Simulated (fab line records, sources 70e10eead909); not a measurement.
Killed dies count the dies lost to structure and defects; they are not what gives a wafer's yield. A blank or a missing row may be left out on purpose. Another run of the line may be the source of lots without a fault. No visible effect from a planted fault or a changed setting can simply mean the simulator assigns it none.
The tool behind it: which one?	flow nand-harc	72 wafers from 24 lots sampled at 6 of the route's 1302 steps

== WHAT THE GAUGES READ, wafer by wafer ==
Not one reading of a measure or inspect step in the record can be checked against a usual standard deviation.

== TOOL THAT RAN EACH LOT (tool first, then ch and the chambers of the sampled wafers, then the start) ==
lot	NHARC_A_STAIRCASE_ALD_420	NHARC_A_STAIRCASE_DEP_151	NHARC_A_STAIRCASE_ETCH_444	NHARC_A_STAIRCASE_CMP_450	NHARC_A_SGD_CUT_ETCH_16	NHARC_A_WL_FILL_STRIP_29
L074	ald-hk-01 ch 0,1,2, day 17 00:34	pecvd-03 ch 0,1, day 17 11:11	rie-diel-08 ch 0,3, day 18 22:38	cmp-03 ch 1,2, day 19 05:19	rie-diel-13 ch 0,3, day 21 06:37 or earlier	rie-diel-10 ch 0,2, day 21 06:37
L075	ald-hk-04 ch 2,3, day 17 23:46	pecvd-04 ch 0,1,2, day 18 08:02	rie-diel-12 ch 0,3, day 19 08:35	cmp-04 ch 0,1, day 19 13:39	rie-diel-02 ch 1,2,3, day 21 08:53 or earlier	rie-diel-01 ch 0,1,2, day 21 08:53
L076	ald-hk-01 ch 0,1,2, day 18 19:42	pecvd-03 ch 1,2, day 19 03:52	rie-diel-12 ch 2,3, day 20 04:21	cmp-03 ch 1,2, day 20 09:46	rie-diel-02 ch 0,2,3, day 22 02:14 or earlier	rie-diel-03 ch 1,2,3, day 22 02:14
L077	ald-hk-04 ch 0,3, day 18 20:23	pecvd-04 ch 0,2, day 19 03:52	rie-diel-11 ch 0,2, day 20 04:14	cmp-03 ch 0,1,2, day 20 09:29	rie-diel-05 ch 2,3, day 22 02:13 or earlier	rie-diel-10 ch 0,1, day 22 02:13
L078	ald-hk-02 ch 1,2,3, day 19 01:40	pecvd-03 ch 1,2, day 19 09:56	rie-diel-11 ch 1,2,3, day 20 13:02	cmp-04 ch 1,2,3, day 20 18:18	rie-diel-13 ch 0,1,2, day 22 14:58 or earlier	rie-diel-01 ch 0,2,3, day 22 14:58
L079	ald-hk-01 ch 1,3, day 19 04:13	pecvd-02 ch 0,1,2, day 19 09:51	rie-diel-12 ch 0,2, day 20 12:49	cmp-03 ch 2,3, day 20 18:08	rie-diel-02 ch 1,2, day 22 18:05 or earlier	rie-diel-10 ch 0,1, day 22 18:05
L080	ald-hk-01 ch 0,1,2, day 20 13:24	pecvd-03 ch 1,2, day 20 21:37	rie-diel-11 ch 0,1,3, day 21 23:40	cmp-04 ch 1,2,3, day 22 04:53	rie-diel-13 ch 0,1,3, day 23 22:16 or earlier	rie-diel-01 ch 0,1,3, day 23 22:16
L081	ald-hk-04 ch 0,1,3, day 20 13:27	pecvd-02 ch 0,1,2, day 20 21:31	rie-diel-08 ch 0,2, day 21 23:47	cmp-04 ch 1,2,3, day 22 05:57	rie-diel-13 ch 0,1,2, day 23 22:17 or earlier	rie-diel-03 ch 0,1,2, day 23 22:17
L082	ald-hk-04 ch 0,2, day 21 02:44	pecvd-04 ch 1,2, day 21 10:39	rie-diel-08 ch 2,3, day 22 13:54	cmp-01 ch 2,3, day 22 20:02	rie-diel-02 ch 0,1,3, day 24 13:55 or earlier	rie-diel-10 ch 0,1, day 24 13:55
L083	ald-hk-01 ch 0,1,2, day 21 12:37	pecvd-02 ch 1,2, day 21 20:26	rie-diel-11 ch 0,3, day 23 00:48	cmp-01 ch 1,2, day 23 05:29	rie-diel-05 ch 0,1,2, day 24 20:52 or earlier	rie-diel-10 ch 0,1,3, day 24 20:52
L084	ald-hk-04 ch 0,1,2, day 22 00:01	pecvd-02 ch 0,1, day 22 08:52	rie-diel-08 ch 1,2, day 23 08:41	cmp-04 ch 0,3, day 23 14:50	rie-diel-05 ch 2,3, day 25 09:50 or earlier	rie-diel-01 ch 0,2,3, day 25 09:50
L085	ald-hk-01 ch 0,2,3, day 22 03:32	pecvd-04 ch 0,2, day 22 08:46	rie-diel-12 ch 1,2,3, day 23 09:16	cmp-03 ch 2,3, day 23 13:42	rie-diel-13 ch 0,1,2, day 25 06:46 or earlier	rie-diel-01 ch 0,2,3, day 25 06:46
L086	ald-hk-02 ch 0,2,3, day 22 14:28	pecvd-02 ch 1,2, day 22 22:10	rie-diel-12 ch 1,2, day 23 23:31	cmp-04 ch 0,1,2, day 24 04:54	rie-diel-02 ch 1,2,3, day 25 22:51 or earlier	rie-diel-03 ch 0,2,3, day 25 22:51
L087	ald-hk-01 ch 0,3, day 23 10:14	pecvd-03 ch 0,1, day 23 18:17	rie-diel-11 ch 1,2,3, day 24 18:14	cmp-04 ch 1,2,3, day 24 22:32	rie-diel-05 ch 0,3, day 26 16:16 or earlier	rie-diel-01 ch 0,1,2, day 26 16:16
L089	ald-hk-04 ch 0,1, day 23 18:18	pecvd-02 ch 0,2, day 24 02:42	rie-diel-12 ch 1,2,3, day 25 08:46	cmp-03 ch 2,3, day 25 12:59	rie-diel-13 ch 1,2, day 27 04:07 or earlier	rie-diel-01 ch 0,3, day 27 04:07
L088	ald-hk-01 ch 0,3, day 23 18:51	pecvd-04 ch 0,2, day 24 02:35	rie-diel-11 ch 1,2,3, day 25 06:24	cmp-03 ch 0,2, day 25 11:37	rie-diel-02 ch 0,2, day 27 04:06 or earlier	rie-diel-03 ch 2,3, day 27 04:06
L090	ald-hk-04 ch 0,1,3, day 23 19:23	pecvd-04 ch 0,2, day 24 03:03	rie-diel-08 ch 0,1, day 25 06:26	cmp-01 ch 0,1,3, day 25 11:41	rie-diel-13 ch 0,3, day 27 07:45 or earlier	rie-diel-01 ch 0,3, day 27 07:45
L091	ald-hk-02 ch 0,2,3, day 24 01:46	pecvd-04 ch 1,2, day 24 09:35	rie-diel-11 ch 2,3, day 25 13:44	cmp-04 ch 0,1,3, day 25 18:56	rie-diel-02 ch 0,1, day 27 13:35 or earlier	rie-diel-10 ch 0,1, day 27 13:35
L092	ald-hk-02 ch 1,2,3, day 25 00:24	pecvd-03 ch 1,2, day 25 08:27	rie-diel-12 ch 0,3, day 26 08:58	cmp-01 ch 1,2,3, day 26 14:10	rie-diel-02 ch 0,1,3, day 28 08:23 or earlier	rie-diel-10 ch 0,3, day 28 08:23
L094	ald-hk-02 ch 1,2,3, day 25 12:18	pecvd-03 ch 0,1,2, day 25 20:30	rie-diel-11 ch 0,2,3, day 26 21:02	cmp-03 ch 0,2,3, day 27 02:11	rie-diel-05 ch 1,2,3, day 28 23:01 or earlier	rie-diel-03 ch 0,2,3, day 28 23:01
L093	ald-hk-01 ch 0,2,3, day 25 12:19	pecvd-04 ch 1,2, day 25 20:38	rie-diel-08 ch 0,1,3, day 26 21:17	cmp-01 ch 0,2,3, day 27 02:29	rie-diel-13 ch 0,2,3, day 28 23:04 or earlier	rie-diel-03 ch 0,1,2, day 28 23:04
L095	ald-hk-02 ch 0,1,2, day 26 04:43	pecvd-04 ch 0,1,2, day 26 12:55	rie-diel-12 ch 0,1,3, day 27 14:56	cmp-01 ch 0,2,3, day 27 20:10	rie-diel-13 ch 0,2,3, day 29 18:16 or earlier	rie-diel-01 ch 1,2,3, day 29 18:16
L097	ald-hk-02 ch 0,1,3, day 26 22:31	pecvd-04 ch 0,1,2, day 27 06:40	rie-diel-11 ch 0,1,3, day 28 09:12	cmp-03 ch 1,2,3, day 28 13:54	rie-diel-13 ch 0,1,2, day 30 06:10 or earlier	rie-diel-10 ch 0,1,2, day 30 06:10
L096	ald-hk-04 ch 2,3, day 26 22:31	pecvd-02 ch 0,1,2, day 27 06:35	rie-diel-12 ch 0,2, day 28 08:24	cmp-01 ch 0,1, day 28 13:37	rie-diel-05 ch 1,3, day 30 06:10 or earlier	rie-diel-03 ch 1,3, day 30 06:10
- NHARC_A_STAIRCASE_ALD_420: deposits SiO2, target thk 20 nm, pulse time 6 s, ald cycles 200.
- NHARC_A_STAIRCASE_DEP_151: deposits SiO2, target thk 7200 nm.
- NHARC_A_STAIRCASE_ETCH_444: etches the open film in C4F8/O2, target depth 20400 nm, time 6800 s.
- NHARC_A_STAIRCASE_CMP_450: polishes SiO2, target thk 200 nm.
- NHARC_A_SGD_CUT_ETCH_16: etches the open film in C4F8/O2/Ar, target depth 310.5 nm, time 155.2 s.
- NHARC_A_WL_FILL_STRIP_29: strips in O2, time 20 s.

== AS READ BY THE TOOLS THEMSELVES (means over the sampled wafers that have a number; for cases with no such wafer, the mark the record gives instead) ==
NHARC_A_STAIRCASE_ALD_420.
lot	tool	heater-power-w (W)	precursor-pulse-height-rel
L074	ald-hk-01	546	1.003
L075	ald-hk-04	442	1.002
L076	ald-hk-01	557	1.008
L077	ald-hk-04	436	1.008
L078	ald-hk-02	449	0.981
L079	ald-hk-01	543	0.997
L080	ald-hk-01	545	0.983
L081	ald-hk-04	448	0.993
L082	ald-hk-04	483	1.000
L083	ald-hk-01	534	1.003
L084	ald-hk-04	465	0.987
L085	ald-hk-01	546	1.012
L086	ald-hk-02	456	1.025
L087	ald-hk-01	569	1.000
L089	ald-hk-04	453	1.009
L088	ald-hk-01	569	0.984
L090	ald-hk-04	446	0.995
L091	ald-hk-02	462	1.025
L092	ald-hk-02	467	0.993
L094	ald-hk-02	475	0.992
L093	ald-hk-01	566	0.991
L095	ald-hk-02	433	1.014
L097	ald-hk-02	472	1.002
L096	ald-hk-04	450	1.008

NHARC_A_STAIRCASE_DEP_151.
lot	tool	heater-power-w (W)
L074	pecvd-03	660
L075	pecvd-04	564
L076	pecvd-03	588
L077	pecvd-04	629
L078	pecvd-03	601
L079	pecvd-02	664
L080	pecvd-03	558
L081	pecvd-02	642
L082	pecvd-04	637
L083	pecvd-02	640
L084	pecvd-02	650
L085	pecvd-04	631
L086	pecvd-02	659
L087	pecvd-03	608
L089	pecvd-02	693
L088	pecvd-04	631
L090	pecvd-04	640
L091	pecvd-04	597
L092	pecvd-03	636
L094	pecvd-03	639
L093	pecvd-04	632
L095	pecvd-04	651
L097	pecvd-04	612
L096	pecvd-02	687

NHARC_A_STAIRCASE_ETCH_444.
lot	tool	oes-product-au (a.u.)	rf-vpp-V (V)
L074	rie-diel-08	0.928	809
L075	rie-diel-12	0.923	809
L076	rie-diel-12	0.949	804
L077	rie-diel-11	0.964	812
L078	rie-diel-11	0.945	808
L079	rie-diel-12	0.985	807
L080	rie-diel-11	0.929	804
L081	rie-diel-08	0.929	812
L082	rie-diel-08	0.932	803
L083	rie-diel-11	0.916	803
L084	rie-diel-08	0.936	803
L085	rie-diel-12	0.918	806
L086	rie-diel-12	0.921	810
L087	rie-diel-11	0.924	807
L089	rie-diel-12	0.925	806
L088	rie-diel-11	0.932	808
L090	rie-diel-08	0.970	815
L091	rie-diel-11	0.927	805
L092	rie-diel-12	0.921	807
L094	rie-diel-11	0.985	806
L093	rie-diel-08	0.922	810
L095	rie-diel-12	0.960	809
L097	rie-diel-11	0.943	804
L096	rie-diel-12	0.973	807

NHARC_A_STAIRCASE_CMP_450.
lot	tool	motor-current-A (A)
L074	cmp-03	11.4
L075	cmp-04	13.3
L076	cmp-03	12.5
L077	cmp-03	12.4
L078	cmp-04	12.6
L079	cmp-03	10.9
L080	cmp-04	12.1
L081	cmp-04	12.5
L082	cmp-01	13.4
L083	cmp-01	13.5
L084	cmp-04	12.5
L085	cmp-03	11.2
L086	cmp-04	12.6
L087	cmp-04	12.9
L089	cmp-03	10.9
L088	cmp-03	11.6
L090	cmp-01	11.5
L091	cmp-04	12.5
L092	cmp-01	12.5
L094	cmp-03	11.5
L093	cmp-01	13.6
L095	cmp-01	12.9
L097	cmp-03	11.8
L096	cmp-01	11.6

NHARC_A_SGD_CUT_ETCH_16.
lot	tool	oes-product-au (a.u.)	rf-vpp-V (V)
L074	rie-diel-13	0.982	727
L075	rie-diel-02	0.977	723
L076	rie-diel-02	0.977	720
L077	rie-diel-05	0.953	718
L078	rie-diel-13	0.970	726
L079	rie-diel-02	0.938	719
L080	rie-diel-13	0.971	727
L081	rie-diel-13	0.967	726
L082	rie-diel-02	0.967	722
L083	rie-diel-05	0.982	724
L084	rie-diel-05	0.986	718
L085	rie-diel-13	0.973	726
L086	rie-diel-02	0.976	722
L087	rie-diel-05	0.971	722
L089	rie-diel-13	0.973	725
L088	rie-diel-02	0.990	717
L090	rie-diel-13	0.974	728
L091	rie-diel-02	0.979	718
L092	rie-diel-02	0.972	722
L094	rie-diel-05	0.973	720
L093	rie-diel-13	0.965	729
L095	rie-diel-13	0.982	727
L097	rie-diel-13	0.976	726
L096	rie-diel-05	0.971	719

NHARC_A_WL_FILL_STRIP_29.
lot	tool	drypump-motor-current-A (A)	mfc-ar-sccm (sccm)	oes-product-au (a.u.)	rf-vpp-V (V)	showerhead-plenum-p-Torr (Torr)	throttle-valve-pct (%)
L074	rie-diel-10	5.4	0.001	1.004	58.2	3.41	17.054
L075	rie-diel-01	5.3	0.015	0.999	58.5	3.49	17.032
L076	rie-diel-03	5.9	0.012	1.002	57.2	3.57	17.040
L077	rie-diel-10	5.6	0.000	0.999	57.5	3.46	17.032
L078	rie-diel-01	5.7	0.015	0.994	58.5	3.57	17.046
L079	rie-diel-10	5.6	0.000	0.995	57.5	3.46	17.037
L080	rie-diel-01	5.5	0.009	0.995	57.3	3.60	17.041
L081	rie-diel-03	5.9	0.015	0.995	57.4	3.47	17.027
L082	rie-diel-10	5.4	0.000	1.003	57.8	3.39	17.037
L083	rie-diel-10	5.6	0.000	1.004	57.7	3.41	17.033
L084	rie-diel-01	5.7	0.015	1.005	58.2	3.57	17.031
L085	rie-diel-01	5.7	0.015	1.006	57.1	3.57	17.036
L086	rie-diel-03	5.8	0.014	0.999	57.5	3.55	17.046
L087	rie-diel-01	5.4	0.015	0.999	57.3	3.49	17.039
L089	rie-diel-01	5.9	0.009	1.001	58.3	3.67	17.022
L088	rie-diel-03	5.7	0.011	0.995	57.7	3.65	17.044
L090	rie-diel-01	5.6	0.019	0.995	58.8	3.65	17.035
L091	rie-diel-10	5.4	0.000	1.001	57.1	3.39	17.037
L092	rie-diel-10	5.5	0.000	1.009	56.9	3.34	17.035
L094	rie-diel-03	5.8	0.014	1.000	58.1	3.55	17.040
L093	rie-diel-03	5.9	0.015	1.003	58.0	3.47	17.030
L095	rie-diel-01	5.6	0.006	1.000	56.9	3.51	17.041
L097	rie-diel-10	5.6	0.001	0.998	57.0	3.47	17.035
L096	rie-diel-03	5.8	0.000	0.998	58.0	3.55	17.043

== THE ANSWER, worked out from the rows above alone ==
Rule: usual is defined by the lots themselves. The widest of any qualifying gaps counts: lots, ordered by their means at a reading, are off when they make up no more than a third of the lots, leave a main group of 4 or more, and stand apart from it by 3 or more times the standard deviation of that group's means. A main group whose means are all the same, to the digits that the tables above print for the reading, isn't used. Also off: a lot with no number at a reading for which 4 or more lots have one. All remaining lots with rows at the step are treated as sound. Order of review: gauges by route order, followed by the tools' own readings, for which a lot's mean as printed above is used. The first step at which some lot is off is used, and at that step the reading that is off furthest; a lot without a number counts as furthest.
Across all readings shown, no lot is off: no conclusion can be drawn from this.

== WHAT THE SIMULATOR HAD INSERTED ==
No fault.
